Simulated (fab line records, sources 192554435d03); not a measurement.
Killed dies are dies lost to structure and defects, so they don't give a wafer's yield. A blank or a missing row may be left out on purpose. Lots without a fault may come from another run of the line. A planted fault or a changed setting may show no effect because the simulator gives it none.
Chamber matching | flow n5_finfet | N5_HKMG_FIN_NWFM_ALD_20 on ald_metal-02: 4 sister chambers
The step deposits TiAlC, target thk 2 nm, pulse time 3 s, purge time 2 s. 4 wafers are shown with their chamber, then 9 later ones without.

WAFERS WITH THEIR CHAMBER
wafer  | chamber | heater_power_w (W)
L081.5 | 2       | 482
L084.2 | 1       | 437
L084.4 | 0       | 600
L084.5 | 3       | 503

WAFERS WITHOUT THEIR CHAMBER
wafer  | heater_power_w (W)
L088.3 | 582
L088.5 | 598
L088.6 | 450
L089.1 | 487
L089.3 | 592
L089.4 | 470
L093.3 | 584
L093.5 | 505
L093.6 | 602

WHICH CHAMBER EACH WENT THROUGH
wafer  | from the rows above          | in truth
L088.3 | 0                            | 0
L088.5 | 0                            | 0
L088.6 | can't be placed: 1 or 2      | 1
L089.1 | can't be placed: 2 or 3      | 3
L089.3 | 0                            | 0
L089.4 | can't be placed: 2 or 1 or 3 | 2
L093.3 | 0                            | 0
L093.5 | can't be placed: 3 or 2      | 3
L093.6 | 0                            | 0
Placed correctly: 5 of 9. Can't be placed from these rows: 4 (the true chamber is among the candidates in 4). Placed wrongly: 0.
How it was worked out, from the rows above alone: a wafer's distance from a chamber is the root of the sum, over the readings, of the square of ((its reading less the chamber's mean) divided by the reading's scatter). The wafer belongs to the nearest chamber; if the next one is less than 2 further off, it can't be placed. A chamber's mean is the mean of its shown wafers. The scatter: with one shown wafer a chamber, the root of the mean of the squares of how far each hidden wafer lies from its nearest shown one.
